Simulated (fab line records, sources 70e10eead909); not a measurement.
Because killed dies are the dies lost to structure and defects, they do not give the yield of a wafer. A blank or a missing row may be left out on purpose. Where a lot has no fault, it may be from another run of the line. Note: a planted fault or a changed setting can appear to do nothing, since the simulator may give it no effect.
Which tool is to blame? | flow nand-harc | 6 lots, 18 wafers sampled, at 4 steps of a route of 1302

## WHAT THE GAUGES SHOWED, per wafer
NHARC_P_GATE_INSPECT_68.
lot  | measured     | on                | raw-defect-count
L809 | day 6 13:02  | defect-inspect-02 | 157 178 175
L815 | day 9 04:09  | defect-inspect-02 | 199 185 148
L819 | day 10 18:08 | defect-inspect-01 | 702 537 558
L825 | day 13 08:38 | defect-inspect-01 | 220 271 282
L827 | day 14 12:50 | defect-inspect-01 | 250 201 157
L830 | day 15 09:18 | defect-inspect-01 | 114 108 100

## WHICH TOOL RAN EACH LOT (tool, then ch and the chambers of the sampled wafers, then the start)
lot  | NHARC_P_GATE_ETCH_114              | NHARC_P_GATE_DESCUM_93             | NHARC_P_GATE_RTA_64
L809 | rie-diel-09 ch 0,2,3, day 5 19:00  | rie-diel-09 ch 2,3, day 6 10:08    | rtp-anneal-02 ch 0, day 6 11:47
L815 | rie-diel-09 ch 1,2,3, day 8 10:04  | rie-diel-04 ch 0,2,3, day 9 01:14  | rtp-anneal-01 ch 0, day 9 02:53
L819 | rie-diel-09 ch 0,1,2, day 10 00:00 | rie-diel-10 ch 0,2,3, day 10 15:09 | rtp-anneal-02 ch 0, day 10 16:50
L825 | rie-diel-10 ch 0,2,3, day 12 12:00 | rie-diel-10 ch 0,2,3, day 13 05:44 | rtp-anneal-02 ch 0, day 13 07:23
L827 | rie-diel-10 ch 1,2,3, day 13 18:00 | rie-diel-10 ch 0,1,3, day 14 09:56 | rtp-anneal-01 ch 0, day 14 11:35
L830 | rie-diel-04 ch 0,1,2, day 14 13:00 | rie-diel-04 ch 0,2,3, day 15 06:11 | rtp-anneal-01 ch 0, day 15 08:05
- NHARC_P_GATE_ETCH_114: etches the open film in CF4/O2, target depth 30 nm, overetch 3 nm, time 16.5 s.
- NHARC_P_GATE_DESCUM_93: chemistry O2, time 3 s.
- NHARC_P_GATE_RTA_64: time 1 s.

## THE ANSWER, worked out from the rows above alone
Rule: usual is defined by the lots themselves. Put in order of their means at a reading, lots are off if they are a third of the lots or fewer, leave a main group of 4 or more, and stand apart from it by a gap of 3 or more times the standard deviation of the main group's means; of several such gaps the widest counts. A main group is skipped when, at the precision printed for the reading in the tables above, its means are all equal. A lot without any number at a reading at which 4 lots or more have one is off too. Where the step has rows for the other lots, those lots are counted as sound.
Off: L819 (NHARC_P_GATE_INSPECT_68, raw-defect-count). The main group has a mean of 183 with a standard deviation of 49.
A tool fits if, at a process step before that reading, it ran every lot that is off, and no sound lot after the first of them. The gauges at NHARC_P_GATE_INSPECT_68 are tried like those tools. One fits: NHARC_P_GATE_ETCH_114 on rie-diel-09. A fault onset in the window from L815 (day 8 10:04, its last sound lot) to L819 (day 10 00:00, its first lot off) fits.

## WHAT WAS PUT IN BY THE SIMULATOR
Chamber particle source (rie-diel-09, NHARC_P_GATE_ETCH_114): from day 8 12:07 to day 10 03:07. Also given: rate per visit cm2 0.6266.
Shown lots that were struck: L819. The rule above reached the same finding.
